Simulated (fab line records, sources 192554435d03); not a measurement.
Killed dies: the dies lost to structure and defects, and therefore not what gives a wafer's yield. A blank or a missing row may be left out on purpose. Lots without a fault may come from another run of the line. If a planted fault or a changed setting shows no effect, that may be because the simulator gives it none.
A lot that was struck, set against a sound lot ; flow n5_finfet ; 16 steps out of a route of 1938
Sound: the wafers L494.3, L494.4, L494.5. The struck wafers were L489.2, L489.4, L489.5. The cause is given at the end.
Each step with rows lists, per side, the tool, then ch with its chambers, then its first start. Under that, the readings that differ: sound wafers ; struck wafers ; difference of the means ; sigmas: that difference in standard deviations of wafers without a fault.
alike: readings whose means differ by less than 2 such deviations, and words and numbers that are the same on both sides. not compared: withheld readings, readings that some wafer has no value for, bounds like >300 that may hide the same value, and numbers for which the record gives no deviation and whose values overlap.
A row with sigmas, a row that says differs or no value, or rows on one side alone: a step with any of these is where the two part. Non-overlapping numbers with no deviation appear without sigmas and do not part them. Lack of a reading on every wafer of one side parts them only where that side has two or more wafers.

first, 8 steps without rows for these wafers: N5_BEOL_M8_COAT_64 (time 60 s, resist thk 12 nm); N5_BEOL_M8_COAT_71 (time 60 s, resist thk 5 nm); N5_BEOL_M8_COAT_22 (resist thk 30 nm); N5_BEOL_M8_EBR_24; N5_BEOL_M8_SOFTBAKE_23 (time 60 s); N5_BEOL_M8_EXPOSE_25 (exposes mask V7, target cd 40 nm); N5_BEOL_M8_PEB_26 (peb time 60 s); N5_BEOL_M8_DEVELOP_27 (develop time 30 s).
N5_BEOL_M8_CD_MEAS_28: target cd 40 nm.
  sound on cd_sem-01 ch 0, day 15 16:56; struck on cd_sem-01 ch 0, day 14 12:11
  alike: cd_nm
N5_BEOL_M8_OVL_MEAS_29:
  sound on overlay-02 ch 0, day 15 16:59; struck on overlay-01 ch 0, day 14 12:14
  alike: V7_OVL
N5_BEOL_M8_INSPECT_30: inspects for defects (brightfield).
  struck on defect_inspect-02, day 14 12:17; sound on defect_inspect-01, day 15 17:02
  alike: raw_defect_count
N5_BEOL_M8_DESCUM_33: chemistry O2, time 7 s.
  sound on rie_diel-06 ch 0,3, day 15 17:07; struck on rie_diel-06 ch 1,2,3, day 14 12:19
  alike: drypump_motor_current_A, oes_product_au, rf_vpp_V, showerhead_plenum_p_Torr, throttle_valve_pct
  not compared: rf_hours_counter_h
N5_BEOL_M8_ETCH_72: etches underlayer in N2/H2, target depth 6.5 nm, time 5.2 s.
  sound on rie_diel-06 ch 0,3, day 15 17:10; struck on rie_diel-06 ch 1,2,3, day 14 12:21
  no value came back on the struck wafers for any of 9 readings (bias_w (W), chamber_pressure_mTorr (mTorr) and others); on the sound wafers bias_w (W) reads 150.4 149.9 150.1
reading;sound;struck;difference;sigmas
model.CAR-EUV_of_BEOL_M8_COAT_22.thk_nm (nm);20.4 20.4 20.4;26.2 26.2 26;+5.7;
  not compared: rf_hours_counter_h
N5_BEOL_M8_ETCH_65: etches SiARC in CF4, target depth 15.6 nm, time 26 s.
  sound on rie_diel-06 ch 0,3, day 15 17:11; struck on rie_diel-06 ch 1,2,3, day 14 12:22
reading;sound;struck;difference;sigmas
model.CAR-EUV_of_BEOL_M8_COAT_22.thk_nm (nm);11.2 11.2 11.2;16.8 16.8 16.8;+5.6;
  alike: bias_w, cf4_flow_sccm, drypump_motor_current_A, etch_rf_on_time_s, mfc_ar_sccm, oes_product_au, rf_vpp_V, showerhead_plenum_p_Torr, throttle_valve_pct
  not compared: rf_hours_counter_h
N5_BEOL_M8_ETCH_66: etches SOC in N2/H2, target depth 80 nm, overetch 16 nm, time 120 s.
  sound on rie_diel-06 ch 0,3, day 15 17:12; struck on rie_diel-06 ch 1,2,3, day 14 12:24
  alike: bias_w, chamber_pressure_mTorr, drypump_motor_current_A, n2_flow_sccm, oes_product_au, rf_vpp_V, showerhead_plenum_p_Torr, throttle_valve_pct
  not compared: rf_hours_counter_h
then, 1 step without rows for these wafers: N5_PASSIVATION_PROBE_49.

== WHERE THEY PART ==
Only at N5_BEOL_M8_ETCH_72, within this record. Later steps at which nothing parts them and some readings are alike: N5_BEOL_M8_ETCH_65, N5_BEOL_M8_ETCH_66.

WHY: whatever the simulator had introduced
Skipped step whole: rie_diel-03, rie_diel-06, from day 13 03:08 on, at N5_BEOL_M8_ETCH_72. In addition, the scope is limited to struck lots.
